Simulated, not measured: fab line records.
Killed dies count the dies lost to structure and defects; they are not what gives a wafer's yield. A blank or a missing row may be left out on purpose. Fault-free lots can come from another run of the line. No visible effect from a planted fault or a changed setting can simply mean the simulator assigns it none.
A struck lot beside a sound one / flow nandHarc / 15 out of 1302 route steps
Sound: wafers L680.1, L680.4, L680.5. The struck wafers were L683.1, L683.2, L683.5. The cause is named last.
Per side, at each step with rows, come the tool, then ch with its chambers, and then its first start. Under that, the readings that differ: sound wafers / struck wafers / difference of the means / sigmas: that difference in standard deviations of wafers without a fault.
alike: words and numbers the same on both sides, and readings whose means are apart by under 2 such deviations; not compared: readings that were withheld, readings missing a value for some wafer, numbers with overlapping values and no deviation given by the record, and bounds like >300 which may hide the same value.
The two part at a step that has a row with sigmas, a row that says differs or no value, or rows on one side only. Numbers that have no deviation but don't overlap get no sigmas and don't part them. A reading missing from all wafers of one side parts the sides only when that side holds two or more wafers.

first, 7 steps without rows for these wafers: NHARC_A_SGD_CUT_COAT_57 (time 65 s); NHARC_A_SGD_CUT_COAT_03 (resist thk 90 nm); NHARC_A_SGD_CUT_SOFTBAKE_04 (time 55 s); NHARC_A_SGD_CUT_EBR_05; NHARC_A_SGD_CUT_EXPOSE_06 (exposes mask SGD); NHARC_A_SGD_CUT_PEB_07 (peb time 65 s); NHARC_A_SGD_CUT_DEVELOP_08 (develop time 35 s).
NHARC_A_SGD_CUT_CD_MEAS_09 targets a cd of 100 nm.
  sound on cdSem-01 ch 0, day 23 05:34; struck on cdSem-03 ch 0, day 24 22:45
  alike: cdNm
NHARC_A_SGD_CUT_OVL_MEAS_10:
  sound: overlay-01 at day 23 05:40; struck: overlay-01 at day 24 22:50
  alike: overlayXNm, overlayYNm
NHARC_A_SGD_CUT_INSPECT_11:
  sound: defectInspect-02 at day 23 05:42; struck: defectInspect-02 at day 24 22:52
  alike: rawDefectCount
NHARC_A_SGD_CUT_DESCUM_14: chemistry O2, time 3 s.
  sound on rieDiel-12 ch 0,2, day 23 05:46; struck on rieDiel-03 ch 0,1,2, day 24 22:56
  alike: drypumpMotorCurrentA, oesProductAu, rfVppV, showerheadPlenumPTorr, throttleValvePct
  not compared: rfHoursCounterH
NHARC_A_SGD_CUT_ETCH_58: etches the open film in CF4, target depth 39 nm, time 65 s.
  sound on rieDiel-12 ch 0,1,3, day 23 05:51; struck on rieDiel-03 ch 0,3, day 24 23:01
  alike: biasW, cf4FlowSccm, drypumpMotorCurrentA, oesProductAu, rfVppV, showerheadPlenumPTorr, throttleValvePct
  not compared: rfHoursCounterH
NHARC_A_SGD_CUT_ETCH_59: etches the open film in N2/H2, target depth 260 nm, time 406.25 s.
  sound on rieDiel-12 ch 1,2,3, day 23 05:56; struck on rieDiel-03 ch 1,2, day 24 23:07
  no value came back on the struck wafers for any of 9 readings (biasW (W), chamberPressureMTorr (mTorr) and others); on the sound wafers biasW (W) reads 150.7 149.9 149.8
  not compared: rfHoursCounterH
NHARC_A_SGD_CUT_ETCH_15: etches the open film in CH3F/O2, target depth 75 nm, time 64.3 s.
  sound on rieDiel-12 ch 1,2; struck on rieDiel-03 ch 1,2,3
  alike: biasW, ch3fFlowSccm, drypumpMotorCurrentA, oesProductAu, rfVppV, showerheadPlenumPTorr, throttleValvePct
  not compared: rfHoursCounterH
-- the record jumps here: 6 days lie between the struck wafers' starts before and after (it left off in module A_SGD_CUT and takes up again in module END, whose first step shown is number 1302 of the route) --
NHARC_END_SORT_01:
  at this point the record logs the struck wafers (prober-01 ch 0, day 30 16:33) and has no rows for the sound ones

WHERE THEY PART
Earliest at NHARC_A_SGD_CUT_ETCH_59; latest, in this record, at NHARC_END_SORT_01.

WHY: the cause the simulator had injected
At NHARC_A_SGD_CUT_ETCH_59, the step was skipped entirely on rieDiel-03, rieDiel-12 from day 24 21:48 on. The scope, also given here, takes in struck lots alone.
